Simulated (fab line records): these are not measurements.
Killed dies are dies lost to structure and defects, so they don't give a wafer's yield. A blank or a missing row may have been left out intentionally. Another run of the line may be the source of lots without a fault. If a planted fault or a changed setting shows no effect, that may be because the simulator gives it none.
fab line records ; flow nand-harc
record: lots: 5; wafers: 15; last-day: 33
route steps=1302 shown P_M1@313 P_M2@318 END@1302
lots with no fault: from the same line, run without faults
start-h: hours from the record's first day to the start of the lot's first wafer shown ; wait-h: how many hours have passed since the lot's step before this one ; " as in the row above ; L1.1+2: several wafers, shown together as one row ; - no value, or no start was given ; * or withheld: withheld ; < > ~ a bound
route shown NAME@n: NAME is a module with steps in the file, n the number in the route of the first one ; usual: average and standard deviation across the fault-free wafers ; same: alike in all rows ; chamber/n: place in a boat ; sites: each site's reading ; _std_site: their standard deviation ; _edge_site: inner sites' mean taken away from outer sites' mean ; radius-mm: for every site, how far away it sits from the centre of the wafer ; mask NAME#n: copy n ; behind: the tool/chamber that last shaped the wafer ; hold: the reason the lot was held/the length of the hold in hours/how it ended ; device: whichever transistor did not switch (one of n, p or np) ; end of line: tests of these same wafers at the route's end ; for a step that has no rows: nothing shown but its recipe ; killed: dies that structure and defects cost at the first sort, which is not the same as the wafer's yield ; map: the dies of a wafer, with x for killed, . for not killed, _ for no die there
set.NAME: the setting as run; set.NAME@STEP: as run at that earlier step ; model.NAME: the simulator's own value behind a step, which no gauge read
lots seen at some steps along the route; tables by step, rows by wafer
services: the hour from which a tool's chamber was out of use, counted from the record's first day as start-h (under 0 if before that day), plus the number of hours and why
== steps ==
step: NHARC_P_M1_SRD_25
step: NHARC_P_M1_INSPECT_27
usual: raw-defect-count: 314/120
lot.wafer;tool;chamber;start-h;wait-h;raw-defect-count
L667.2;defect-inspect-02;-;206.47;0.0;409
L667.3;defect-inspect-02;-;206.47;0.0;291
L667.5;defect-inspect-02;-;206.47;0.0;319
L671.3;defect-inspect-02;-;237.10;0.0;239
L671.4;defect-inspect-02;-;237.10;0.0;324
L671.5;defect-inspect-02;-;237.10;0.0;720
L678.1;defect-inspect-02;-;313.00;0.0;290
L678.3;defect-inspect-02;-;313.00;0.0;260
L678.4;defect-inspect-02;-;313.00;0.0;374
L682.1;defect-inspect-02;-;347.06;0.1;631
L682.4;defect-inspect-02;-;347.06;0.1;466
L682.6;defect-inspect-02;-;347.06;0.1;384
L683.1;defect-inspect-02;-;359.13;0.0;417
L683.2;defect-inspect-02;-;359.13;0.0;391
L683.4;defect-inspect-02;-;359.13;0.0;362
step: NHARC_P_M1_PRE_CLEAN_32
recipe: time-s: 12; temp-c: 370; rf-power-w: 300; gas: NH3
usual: heater-power-w: 654/84
lot.wafer;tool;chamber;start-h;wait-h;heater-power-w
L667.3;pecvd-01;0;206.53;0.1;604
L667.2;pecvd-01;1;206.53;0.1;680
L667.5;pecvd-01;0;206.53;0.1;611
L671.4;pecvd-04;2;238.30;1.2;585
L671.3;pecvd-04;1;238.30;1.2;674
L671.5;pecvd-04;1;238.30;1.2;663
L678.1;pecvd-04;0;313.07;0.1;659
L678.3;pecvd-04;1;313.07;0.1;782
L678.4;pecvd-04;0;313.07;0.1;660
L682.1;pecvd-02;2;347.12;0.1;627
L682.6;pecvd-02;2;347.12;0.1;624
L682.4;pecvd-02;1;347.12;0.1;774
L683.1;pecvd-02;2;359.19;0.1;600
L683.2;pecvd-02;1;359.19;0.1;719
L683.4;pecvd-02;0;359.19;0.1;572
step: NHARC_P_M1_DEP_33
recipe: target-thk-a: 300; temp-c: 370; target-thk-nm: 30; pressure-torr: 3; flow-sccm: 200; rf-w: 450; material: SiCN
usual: heater-power-w: 597/75
lot.wafer;tool;chamber;start-h;wait-h;heater-power-w
L667.3;pecvd-01;0;206.61;0.1;547
L667.2;pecvd-01;1;206.61;0.1;628
L667.5;pecvd-01;0;206.61;0.1;551
L671.4;pecvd-04;2;238.51;0.2;593
L671.3;pecvd-04;1;238.51;0.2;696
L671.5;pecvd-04;1;238.51;0.2;679
L678.1;pecvd-04;0;313.15;0.1;559
L678.3;pecvd-04;1;313.15;0.1;750
L678.4;pecvd-04;0;313.15;0.1;555
L682.1;pecvd-02;2;347.20;0.1;528
L682.6;pecvd-02;2;347.20;0.1;526
L682.4;pecvd-02;1;347.20;0.1;622
L683.1;pecvd-02;2;359.27;0.1;586
L683.2;pecvd-02;1;359.27;0.1;710
L683.4;pecvd-02;0;359.27;0.1;530
step: NHARC_P_M2_DEP_00
recipe: target-thk-a: 1825; target-thk-nm: 182.5; temp-c: withheld; pressure-torr: 5; flow-sccm: 200; rf-w: 600; material: SiOC
step: NHARC_P_M2_DEHYDRATE_01
recipe: temp-c: 150; time-s: 120
step: NHARC_P_M2_HMDS_02
recipe: time-s: 30
step: NHARC_P_M2_COAT_34
recipe: temp-c: 200; time-s: 65
step: NHARC_P_M2_COAT_03
recipe: spin-rpm: 1500; resist-thk-nm: 90
step: NHARC_P_M2_SOFTBAKE_04
recipe: temp-c: 105; time-s: 55
step: NHARC_P_M2_EBR_05
step: NHARC_P_M2_EXPOSE_06
recipe: na: 1.35; target-cd-nm: 170; dose-mj: 80.78; mask-id: P_M2
lot.wafer;tool;chamber;start-h;wait-h;mask
L667.2+3+5;arfi-scanner-03;0;207.60;-;P_M2#0
L671.3+4+5;arfi-scanner-01;0;239.63;-;P_M2#0
L678.1+3+4;arfi-scanner-01;0;314.28;-;P_M2#0
L682.1+4+6;arfi-scanner-03;0;348.33;-;P_M2#0
L683.1+2+4;arfi-scanner-03;0;360.26;-;P_M2#0
step: NHARC_P_M2_PEB_07
recipe: peb-temp-c: 100; peb-time-s: 65
step: NHARC_P_M2_DEVELOP_08
recipe: develop-time-s: 35; dev-temp-c: 23
step: NHARC_P_M2_CD_MEAS_09
recipe: target-cd-nm: 170; landing-energy-ev: 500
usual: cd-nm: 169.8/0.67
lot.wafer;tool;chamber;start-h;wait-h;cd-nm
L667.2;cd-sem-03;0;207.74;-;170.2
L667.3;cd-sem-03;0;207.74;-;169.3
L667.5;cd-sem-03;0;207.74;-;168.8
L671.3;cd-sem-03;0;239.76;-;170.5
L671.4;cd-sem-03;0;239.76;-;169.6
L671.5;cd-sem-03;0;239.76;-;169.3
L678.1;cd-sem-02;0;314.42;-;169.0
L678.3;cd-sem-02;0;314.42;-;169.0
L678.4;cd-sem-02;0;314.42;-;179.0
L682.1;cd-sem-01;0;348.47;-;170.7
L682.4;cd-sem-01;0;348.47;-;170.2
L682.6;cd-sem-01;0;348.47;-;169.9
L683.1;cd-sem-01;0;360.40;-;170.5
L683.2;cd-sem-01;0;360.40;-;170.8
L683.4;cd-sem-01;0;360.40;-;170.5
step: NHARC_P_M2_OVL_MEAS_10
recipe: pitch-nm: 340
usual: overlay-x-nm: 0.0/0.85; overlay-y-nm: -0.2/0.78
lot.wafer;tool;chamber;start-h;wait-h;overlay-x-nm;overlay-y-nm
L667.2;overlay-01;-;207.82;-;-1.0;0.3
L667.3;overlay-01;-;207.82;-;-1.0;0.8
L667.5;overlay-01;-;207.82;-;-0.9;0.7
L671.3;overlay-02;-;239.85;-;0.6;-1.2
L671.4;overlay-02;-;239.85;-;0.8;-0.2
L671.5;overlay-02;-;239.85;-;0.5;-0.9
L678.1;overlay-01;-;314.51;-;0.1;-1.0
L678.3;overlay-01;-;314.51;-;0.0;-1.9
L678.4;overlay-01;-;314.51;-;-0.3;-0.6
L682.1;overlay-02;-;348.56;-;0.4;0.4
L682.4;overlay-02;-;348.56;-;0.3;0.6
L682.6;overlay-02;-;348.56;-;0.6;0.4
L683.1;overlay-02;-;360.49;-;0.4;-0.4
L683.2;overlay-02;-;360.49;-;0.6;-0.9
L683.4;overlay-02;-;360.49;-;0.5;-0.9
step: NHARC_P_M2_INSPECT_11
usual: raw-defect-count: 5/3.1
lot.wafer;tool;chamber;start-h;wait-h;raw-defect-count
L667.2;defect-inspect-02;-;207.86;0.0;7
L667.3;defect-inspect-02;-;207.86;0.0;4
L667.5;defect-inspect-02;-;207.86;0.0;5
L671.3;defect-inspect-01;-;239.88;0.0;3
L671.4;defect-inspect-01;-;239.88;0.0;3
L671.5;defect-inspect-01;-;239.88;0.0;5
L678.1;defect-inspect-02;-;314.54;0.0;3
L678.3;defect-inspect-02;-;314.54;0.0;7
L678.4;defect-inspect-02;-;314.54;0.0;4
L682.1;defect-inspect-02;-;348.60;0.0;3
L682.4;defect-inspect-02;-;348.60;0.0;6
L682.6;defect-inspect-02;-;348.60;0.0;7
L683.1;defect-inspect-02;-;360.53;0.0;4
L683.2;defect-inspect-02;-;360.53;0.0;3
L683.4;defect-inspect-02;-;360.53;0.0;3
step: NHARC_P_M2_DESCUM_14
recipe: time-s: 3; o2-flow-sccm: 200; ar-flow-sccm: 0; bias-power-w: 0; chemistry: O2
usual: drypump-motor-current-A: 5.9/0.42; oes-product-au: 0.999/0.01; rf-vpp-V: 57.7/0.9; showerhead-plenum-p-Torr: 1.89/0.076; throttle-valve-pct: 11.311/0.0098
lot.wafer;tool;chamber;start-h;wait-h;drypump-motor-current-A;oes-product-au;rf-hours-counter-h;rf-vpp-V;showerhead-plenum-p-Torr;throttle-valve-pct;model.P_M2.cd-nm
L667.2;rie-diel-13;1;207.93;0.1;5.7;1.010;1.1;58.0;2.01;11.308;170
L667.3;rie-diel-13;3;207.93;0.1;5.9;0.987;1.1;56.7;1.81;11.319;169.6
L667.5;rie-diel-13;0;207.93;0.1;6.1;1.000;-;58.2;1.82;11.305;169.1
L671.3;rie-diel-07;3;239.95;0.1;6.0;1.006;9.2;57.6;1.97;11.302;170.8
L671.4;rie-diel-07;0;239.95;0.1;6.8;0.980;6.9;58.7;1.91;11.301;170.4
L671.5;rie-diel-07;2;239.95;0.1;6.0;0.992;-;56.8;1.78;11.318;169.7
L678.4;rie-diel-07;3;314.60;0.1;6.0;0.985;1.4;57.0;1.97;11.308;179
L678.3;rie-diel-07;1;314.60;0.1;5.9;1.011;0.9;57.9;1.83;11.302;169.8
L678.1;rie-diel-07;2;314.60;0.1;6.0;0.983;1.4;57.4;1.78;11.306;169.5
L682.1;rie-diel-11;2;348.67;0.1;6.0;0.972;4.2;58.5;1.95;11.317;170.5
L682.4;rie-diel-11;0;348.67;0.1;5.3;1.000;4.2;58.1;1.85;11.324;170.2
L682.6;rie-diel-11;1;348.67;0.1;6.3;0.999;-;58.2;1.92;11.314;170.3
L683.1;rie-diel-07;0;360.59;0.1;6.8;0.989;2.6;56.5;1.91;11.319;170.3
L683.4;rie-diel-07;1;360.59;0.1;6.0;1.011;2.8;55.8;1.83;11.306;171
L683.2;rie-diel-07;3;360.59;0.1;6.0;0.993;3.9;59.7;1.97;11.310;170.9
step: NHARC_P_M2_ETCH_35
recipe: target-depth-a: 400; overetch-a: 120; time-s: 43.94; ion-energy-ev: 200; n2-flow-sccm: 150; h2-flow-sccm: 150; ar-flow-sccm: 0; rf-w: 400; bias-w: 150; chemistry: N2/H2
usual: drypump-motor-current-A: 5.9/0.43; oes-product-au: 0.998/0.01; rf-vpp-V: 429.7/2.5; showerhead-plenum-p-Torr: 2.01/0.084; throttle-valve-pct: 14.170/0.0099
lot.wafer;tool;chamber;start-h;wait-h;drypump-motor-current-A;oes-product-au;rf-hours-counter-h;rf-vpp-V;showerhead-plenum-p-Torr;throttle-valve-pct
L667.2;rie-diel-13;1;208.01;0.1;5.6;1.015;1.1;433.5;2.15;14.178
L667.3;rie-diel-13;3;208.01;0.1;5.9;0.985;1.2;427.7;1.92;14.170
L667.5;rie-diel-13;2;208.01;0.1;5.2;1.016;-;424.8;1.89;14.160
L671.3;rie-diel-07;3;240.04;0.1;5.9;0.999;9.2;432.0;2.10;14.178
L671.4;rie-diel-07;0;240.04;0.1;6.8;0.985;6.9;430.3;2.04;14.173
L671.5;rie-diel-07;1;240.04;0.1;5.9;0.994;-;427.6;1.95;14.171
L678.1;rie-diel-07;1;314.69;0.1;5.9;1.010;0.9;427.9;1.95;14.160
L678.4;rie-diel-07;2;314.69;0.1;6.0;0.989;1.4;426.4;1.89;14.158
L678.3;rie-diel-07;3;314.69;0.1;6.0;0.986;1.4;432.4;2.10;14.174
L682.4;rie-diel-11;0;348.74;0.1;5.2;1.009;4.2;428.2;1.97;14.188
L682.1;rie-diel-11;2;348.74;0.1;6.0;0.975;4.2;429.8;2.08;14.156
L682.6;rie-diel-11;0;348.74;0.1;5.2;1.009;-;427.3;1.97;14.180
L683.2;rie-diel-07;2;360.67;0.1;6.0;0.994;3.9;426.0;1.89;14.149
L683.4;rie-diel-07;3;360.67;0.1;6.0;0.987;3.9;432.0;2.10;14.185
L683.1;rie-diel-07;1;360.67;0.1;5.9;1.005;2.8;427.1;1.95;14.166
step: NHARC_P_M2_ETCH_15
recipe: target-depth-a: 1825; time-s: 91.2; c4f8-flow-sccm: withheld; ar-flow-sccm: 400; rf-w: 600; bias-w: 300; chemistry: C4F8/Ar
usual: oes-product-au: 0.937/0.023; rf-vpp-V: 439.9/2.5
lot.wafer;tool;chamber;start-h;wait-h;oes-product-au;rf-hours-counter-h;rf-vpp-V
L667.3;rie-diel-13;2;-;-;0.931;0.9;436.6
L667.2;rie-diel-13;3;-;-;0.918;1.2;437.6
L667.5;rie-diel-13;2;-;-;0.928;-;435.6
L671.3;rie-diel-07;3;-;-;0.922;9.3;443.0
L671.4;rie-diel-07;2;-;-;0.914;8.3;435.5
L671.5;rie-diel-07;3;-;-;0.922;-;442.3
L678.1;rie-diel-07;3;-;-;0.955;1.4;443.2
L678.3;rie-diel-07;0;-;-;0.960;0.7;442.3
L678.4;rie-diel-07;1;-;-;0.978;1.0;439.5
L682.1;rie-diel-11;1;-;-;0.963;4.3;441.0
L682.4;rie-diel-11;2;-;-;0.953;4.2;442.9
L682.6;rie-diel-11;2;-;-;0.949;-;441.8
L683.4;rie-diel-07;0;-;-;0.916;2.6;439.7
L683.2;rie-diel-07;2;-;-;0.913;3.9;436.2
L683.1;rie-diel-07;3;-;-;0.901;4.0;442.7
step: NHARC_P_M2_CD_MEAS_16
usual: cd-nm: 169.8/0.95
lot.wafer;tool;chamber;start-h;wait-h;cd-nm
L667.2;cd-sem-03;-;208.23;-;170.4
L667.3;cd-sem-03;-;208.23;-;169.4
L667.5;cd-sem-03;-;208.23;-;168.4
L671.3;cd-sem-03;-;240.25;-;170.4
L671.4;cd-sem-03;-;240.25;-;170.2
L671.5;cd-sem-03;-;240.25;-;169.4
L678.1;cd-sem-02;-;314.91;-;169.2
L678.3;cd-sem-02;-;314.91;-;169.4
L678.4;cd-sem-02;-;314.91;-;178.5
L682.1;cd-sem-02;-;348.96;-;170.9
L682.4;cd-sem-02;-;348.96;-;170.7
L682.6;cd-sem-02;-;348.96;-;170.6
L683.1;cd-sem-01;-;360.89;-;170.1
L683.2;cd-sem-01;-;360.89;-;170.8
L683.4;cd-sem-01;-;360.89;-;170.4
step: NHARC_P_M2_STRIP_18
recipe: power-w: 1000; n2-flow-sccm: 150; h2-flow-sccm: 150; ar-flow-sccm: 0; bias-w: 0; chemistry: N2/H2
usual: drypump-motor-current-A: 5.9/0.44; oes-product-au: 0.998/0.011; rf-vpp-V: 90.5/0.93; showerhead-plenum-p-Torr: 2.01/0.083; throttle-valve-pct: 14.171/0.0092
lot.wafer;tool;chamber;start-h;wait-h;drypump-motor-current-A;oes-product-au;rf-hours-counter-h;rf-vpp-V;showerhead-plenum-p-Torr;throttle-valve-pct
L667.3;rie-diel-13;1;208.33;0.1;5.7;1.007;1;92.6;2.15;14.172
L667.2;rie-diel-13;2;208.33;0.1;5.2;1.001;1;88.7;1.89;14.173
L667.5;rie-diel-13;0;208.33;0.1;6.2;0.990;-;89.8;1.94;14.166
L671.3;rie-diel-07;0;240.32;0.1;6.8;0.982;7;90.9;2.04;14.174
L671.4;rie-diel-07;2;240.32;0.1;6.0;0.990;8;90.4;1.89;14.175
L671.5;rie-diel-07;1;240.32;0.1;5.9;0.990;-;91.1;1.95;14.166
L678.4;rie-diel-07;2;314.98;0.1;6.0;0.994;1;90.7;1.89;14.183
L678.1;rie-diel-07;0;314.98;0.1;6.8;1.005;1;91.1;2.04;14.165
L678.3;rie-diel-07;1;314.98;0.1;5.9;1.009;1;88.6;1.95;14.189
L682.4;rie-diel-07;2;349.06;0.1;6.0;0.991;4;89.4;1.89;14.169
L682.1;rie-diel-07;0;349.06;0.1;6.8;0.994;2;90.4;2.04;14.175
L682.6;rie-diel-07;2;349.06;0.1;6.0;0.980;-;91.3;1.89;14.173
L683.1;rie-diel-11;3;360.99;0.1;5.5;1.004;4;90.1;2.09;14.185
L683.2;rie-diel-11;0;360.99;0.1;5.2;1.013;5;89.6;1.97;14.162
L683.4;rie-diel-11;1;360.99;0.1;6.3;1.014;5;92.8;2.04;14.173
step: NHARC_P_M2_ETCH_28
recipe: target-depth-a: 300; over-etch-frac: 0.3; time-s: 72.99; ion-energy-ev: 150; cf4-flow-sccm: 50; n2-flow-sccm: 100; ar-flow-sccm: 150; rf-w: 300; bias-w: 100; chemistry: CF4/N2
usual: drypump-motor-current-A: 5.9/0.45; oes-product-au: 0.997/0.011; rf-vpp-V: 313.5/1.8; showerhead-plenum-p-Torr: 2.59/0.097; throttle-valve-pct: 19.794/0.0099
lot.wafer;tool;chamber;start-h;wait-h;drypump-motor-current-A;oes-product-au;rf-hours-counter-h;rf-vpp-V;showerhead-plenum-p-Torr;throttle-valve-pct;model.P_M2.cd-nm
L667.3;rie-diel-13;2;-;-;5.2;0.996;1;310.0;2.45;19.790;168.9
L667.2;rie-diel-13;1;-;-;5.7;1.012;1;317.3;2.75;19.803;170.3
L667.5;rie-diel-13;2;-;-;5.2;1.000;-;312.4;2.45;19.764;168.8
L671.3;rie-diel-07;2;-;-;6.0;0.989;8;311.2;2.45;19.795;170.3
L671.4;rie-diel-07;1;-;-;5.9;0.997;7;312.4;2.52;19.809;170.2
L671.5;rie-diel-07;2;-;-;6.0;0.990;-;312.4;2.45;19.777;170.3
L678.1;rie-diel-07;3;-;-;6.0;0.988;1;315.1;2.70;19.796;169.9
L678.3;rie-diel-07;0;-;-;6.8;0.991;1;314.0;2.63;19.814;169.2
L678.4;rie-diel-07;1;-;-;5.9;1.008;1;312.2;2.52;19.794;178.7
L682.1;rie-diel-07;3;-;-;6.0;0.996;4;316.5;2.70;19.783;171.4
L682.4;rie-diel-07;2;-;-;6.0;0.994;4;311.5;2.45;19.809;170.7
L682.6;rie-diel-07;0;-;-;6.8;1.003;-;313.4;2.62;19.769;170.6
L683.4;rie-diel-11;0;-;-;5.2;1.006;5;312.1;2.54;19.799;170.5
L683.1;rie-diel-11;1;-;-;6.4;0.998;5;314.3;2.63;19.807;169.9
L683.2;rie-diel-11;2;-;-;6.0;0.981;5;315.0;2.68;19.797;169.6
step: NHARC_P_M2_STRIP_19
recipe: time-s: 600; temp-c: 30; chemistry: post-etch-residue-remover
step: NHARC_END_SORT_01
recipe: temp-c: 25
usual: defect-limited-yield: 91.4/2.7; killed-at-array: 53/19; killed-at-other: 0.7/1.1; killed-at-periphery: 4.2/2.7; killed-dies: 58/18; killed-open: 3.1/1.9; killed-short: 2.5/1.6; sort_bin_2_pct: 3.0/1.2; sort_bin_3_pct: 0.7/0.41; sort_bin_4_pct: 4.9/1.5; sort-n-pass: 619/18; sort-rim-yield-pct: 90/4.1; sort-yield-pct: 91.4/2.7
same: gross-dies: 677; sort_bin_5_pct[%]: 0; sort_bin_6_pct[%]: 0; sort_bin_7_pct[%]: 0; sort_bin_8_pct[%]: 0; sort-rim-n-gross: 106.00
lot.wafer;tool;chamber;start-h;wait-h;defect-limited-yield[%];killed-at-array;killed-at-other;killed-at-periphery;killed-dies;killed-open;killed-short;sort_bin_2_pct[%];sort_bin_3_pct[%];sort_bin_4_pct[%];sort-n-pass;sort-rim-yield-pct[%];sort-yield-pct[%]
L667.2;prober-01;0;637.13;2.8;88.8;72;1;3;76;4;3;4.1;0.6;6.5;601;86;88.8
L667.3;prober-01;0;637.93;3.1;90.5;63;0;1;64;2;0;3.1;0.6;5.8;613;92;90.5
L667.5;prober-01;0;639.51;3.7;90.0;66;0;2;68;3;2;4.3;0.9;4.9;609;84;90.0
L671.3;prober-02;0;671.82;3.1;90.8;59;0;3;62;6;2;2.8;0.7;5.6;615;92;90.8
L671.4;prober-02;0;672.61;3.4;92.6;49;0;1;50;4;5;3.1;0.3;4.0;627;92;92.6
L671.5;prober-02;0;673.41;3.7;92.2;49;1;3;53;2;3;3.7;1.0;3.1;624;98;92.2
L678.1;prober-01;0;752.09;2.5;90.8;61;0;1;62;0;4;3.4;1.0;4.7;615;80;90.8
L678.3;prober-01;0;753.70;3.1;84.6;98;0;6;104;1;5;6.5;1.6;7.2;573;82;84.6
L678.4;prober-01;0;754.51;3.4;90.5;61;0;3;64;2;4;4.0;0.7;4.7;613;82;90.5
L682.1;prober-01;0;779.00;2.5;92.2;48;0;5;53;8;6;3.4;0.6;3.8;624;89;92.2
L682.4;prober-01;0;781.36;3.3;92.9;42;3;3;48;4;1;2.5;0.1;4.4;629;91;92.9
L682.6;prober-01;0;782.93;3.9;92.6;40;4;6;50;1;7;2.5;0.4;4.4;627;96;92.6
L683.1;prober-02;0;792.49;2.5;86.4;87;1;4;92;3;1;5.6;1.0;6.9;585;83;86.4
L683.2;prober-02;0;793.29;2.8;88.5;75;2;1;78;3;3;5.3;0.7;5.5;599;87;88.5
L683.4;prober-02;0;794.89;3.4;86.1;88;2;4;94;3;0;5.9;0.9;7.1;583;83;86.1
killed by level:class
L667.2 A_CHANNEL_HOLE_D2:chamber-film-flake=31 A_SLIT:chamber-film-flake=25 A_STAIRCASE:chamber-film-flake=3 A_CONTACT:chamber-film-flake=3 A_BLC:geometric-particle:open=2 P_STI:chamber-film-flake=2 A_CHANNEL_HOLE_D1:chamber-film-flake=2 A_BLC:chamber-film-flake=2
L667.3 A_CHANNEL_HOLE_D2:chamber-film-flake=31 A_SLIT:chamber-film-flake=26 A_CONTACT:chamber-film-flake=4 P_CONTACT:geometric-particle:open=1 A_BLC:geometric-particle:open=1 A_CHANNEL_HOLE_D1:chamber-film-flake=1
L667.5 A_SLIT:chamber-film-flake=30 A_CHANNEL_HOLE_D2:chamber-film-flake=19 A_CHANNEL_HOLE_D1:chamber-film-flake=4 A_CONTACT:chamber-film-flake=4 A_ONON_D1:geometric-particle:open=2 A_STAIRCASE:chamber-film-flake=2 A_BLC:chamber-film-flake=2 A_ONON_D1:geometric-particle:short=1
L671.3 A_SLIT:chamber-film-flake=30 A_CHANNEL_HOLE_D2:chamber-film-flake=12 A_CHANNEL_HOLE_D1:chamber-film-flake=7 A_M0:geometric-particle:open=4 A_STAIRCASE:chamber-film-flake=3 P_M0:geometric-particle:open=1 A_ONON_D2:geometric-particle:open=1 A_WL_FILL:geometric-particle:short=1
L671.4 A_SLIT:chamber-film-flake=21 A_CHANNEL_HOLE_D1:chamber-film-flake=6 A_CHANNEL_HOLE_D2:chamber-film-flake=6 A_STAIRCASE:chamber-film-flake=4 A_ONON_D1:geometric-particle:short=1 A_CHANNEL_FILL_D1:geometric-particle:short=1 A_ONON_D2:geometric-particle:open=1 A_ONON_D2:geometric-particle:short=1
L671.5 A_SLIT:chamber-film-flake=22 A_CHANNEL_HOLE_D2:chamber-film-flake=15 A_CHANNEL_HOLE_D1:chamber-film-flake=4 A_ONON_D1:geometric-particle:short=2 P_M1:chamber-film-flake=2 A_CHANNEL_FILL_D2:chamber-film-flake=2 P_GATE:geometric-particle:open=1 A_ONON_D1:geometric-particle:open=1
L678.1 A_SLIT:chamber-film-flake=19 A_CHANNEL_HOLE_D1:chamber-film-flake=18 A_CHANNEL_HOLE_D2:chamber-film-flake=11 A_CONTACT:chamber-film-flake=5 A_STAIRCASE:chamber-film-flake=4 A_CHANNEL_HOLE_D2:geometric-particle:short=2 A_CHANNEL_FILL_D2:geometric-particle:short=1 A_WL_FILL:geometric-particle:short=1
L678.3 A_SLIT:chamber-film-flake=33 A_CHANNEL_HOLE_D1:chamber-film-flake=32 A_CHANNEL_HOLE_D2:chamber-film-flake=21 A_CONTACT:chamber-film-flake=5 P_STI:chamber-film-flake=3 A_CHANNEL_HOLE_D1:geometric-particle:short=2 P_ZERO_WELL:chamber-film-flake=2 A_STAIRCASE:chamber-film-flake=2
L678.4 A_CHANNEL_HOLE_D1:chamber-film-flake=19 A_SLIT:chamber-film-flake=19 A_CHANNEL_HOLE_D2:chamber-film-flake=11 A_CONTACT:chamber-film-flake=5 A_WL_FILL:geometric-particle:short=2 P_STI:chamber-film-flake=2 A_ONON_D1:geometric-particle:short=1 A_DECK1_JOINT:geometric-particle:short=1
L682.1 A_CHANNEL_HOLE_D2:chamber-film-flake=23 A_SLIT:chamber-film-flake=6 A_CONTACT:chamber-film-flake=4 A_CHANNEL_FILL_D2:geometric-particle:open=2 A_BLC:geometric-particle:open=2 P_GATE:geometric-particle:open=1 P_M1:geometric-particle:open=1 P_M2:geometric-particle:open=1
L682.4 A_CHANNEL_HOLE_D2:chamber-film-flake=22 A_SLIT:chamber-film-flake=9 A_CONTACT:chamber-film-flake=4 A_CHANNEL_HOLE_D1:chamber-film-flake=3 A_STAIRCASE:chamber-film-flake=2 THIN_TSV:chamber-film-flake=2 P_CONTACT:geometric-particle:open=1 P_M0:geometric-particle:open=1
L682.6 A_CHANNEL_HOLE_D2:chamber-film-flake=23 A_CONTACT:chamber-film-flake=5 THIN_TSV:chamber-film-flake=4 A_SLIT:chamber-film-flake=4 P_GATE:chamber-film-flake=3 A_ONON_D2:geometric-particle:short=2 A_CHANNEL_FILL_D2:geometric-particle:short=2 P_ZERO_WELL:chamber-film-flake=2
L683.1 A_SLIT:chamber-film-flake=37 A_CHANNEL_HOLE_D2:chamber-film-flake=34 A_CONTACT:chamber-film-flake=8 P_ZERO_WELL:chamber-film-flake=3 A_CHANNEL_HOLE_D1:chamber-film-flake=2 A_WL_FILL:chamber-film-flake=2 P_GATE:geometric-particle:open=1 A_CHANNEL_FILL_D2:geometric-particle:open=1
L683.2 A_CHANNEL_HOLE_D2:chamber-film-flake=30 A_SLIT:chamber-film-flake=27 A_CONTACT:chamber-film-flake=12 THIN_TSV:chamber-film-flake=2 P_M1:geometric-particle:open=1 A_CHANNEL_FILL_D1:geometric-particle:short=1 A_DECK1_JOINT:geometric-particle:short=1 A_DECK1_JOINT:geometric-particle:open=1
L683.4 A_CHANNEL_HOLE_D2:chamber-film-flake=47 A_SLIT:chamber-film-flake=24 A_CONTACT:chamber-film-flake=10 A_CHANNEL_FILL_D1:chamber-film-flake=3 A_CHANNEL_HOLE_D1:chamber-film-flake=2 P_CONTACT:geometric-particle:open=1 P_M0:geometric-particle:open=1 A_ONON_D2:geometric-particle:open=1
== services ==
tool;chamber;start-h;hours;kind
rie-diel-07;0;186.90;2.9;repair
arfi-scanner-03;-;196.00;4.0;pm
rie-diel-07;0;200.08;-;clean
rie-diel-07;1;200.08;-;clean
rie-diel-07;2;200.08;-;clean
rie-diel-07;3;200.08;-;clean
rie-diel-11;1;218.60;4.3;repair
arfi-scanner-01;-;223.12;1.7;repair
rie-diel-07;0;224.58;-;clean
pecvd-02;-;227.33;13.0;pm
arfi-scanner-03;-;233.95;0.7;repair
rie-diel-11;1;249.69;2.9;repair
arfi-scanner-03;-;252.53;1.7;repair
arfi-scanner-01;-;252.98;0.3;repair
rie-diel-11;-;255.53;9.0;pm
pecvd-04;-;269.41;13.0;pm
arfi-scanner-01;-;285.62;4.0;pm
rie-diel-07;-;294.58;9.0;pm
arfi-scanner-01;-;309.23;0.5;repair
pecvd-01;-;311.16;13.0;pm
arfi-scanner-01;-;319.92;0.4;repair
pecvd-04;2;331.74;12.7;repair
rie-diel-13;-;342.01;9.0;pm
arfi-scanner-01;-;346.64;0.5;repair
== key ==
first-sign: step: NHARC_P_M2_CD_MEAS_09; reading: cd-nm; direction: up; sigmas: 14; usual: 169.8; struck: 179.0
effect: step: NHARC_P_M2_CD_MEAS_16; reading: cd-nm; direction: up; sigmas: 9.1; usual: 169.8; struck: 178.5
model-effect: step: NHARC_P_M2_DESCUM_14; value: P_M2.cd-nm; without: 168.6; struck: 179
model-effect: step: NHARC_P_M2_ETCH_28; value: P_M2.cd-nm; without: 168.3; struck: 178.7
met-at NHARC_P_M2_EXPOSE_06
struck-wafers L678.4
onset-between 239.63 314.28
fault: kind: process-parameter-drift; tool: arfi-scanner-01; chamber: -; onset-h: 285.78; steps: NHARC_P_M2_EXPOSE_06; channel: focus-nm; offset: 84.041; shape: step; end-h: 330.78; scope: struck-wafers-only
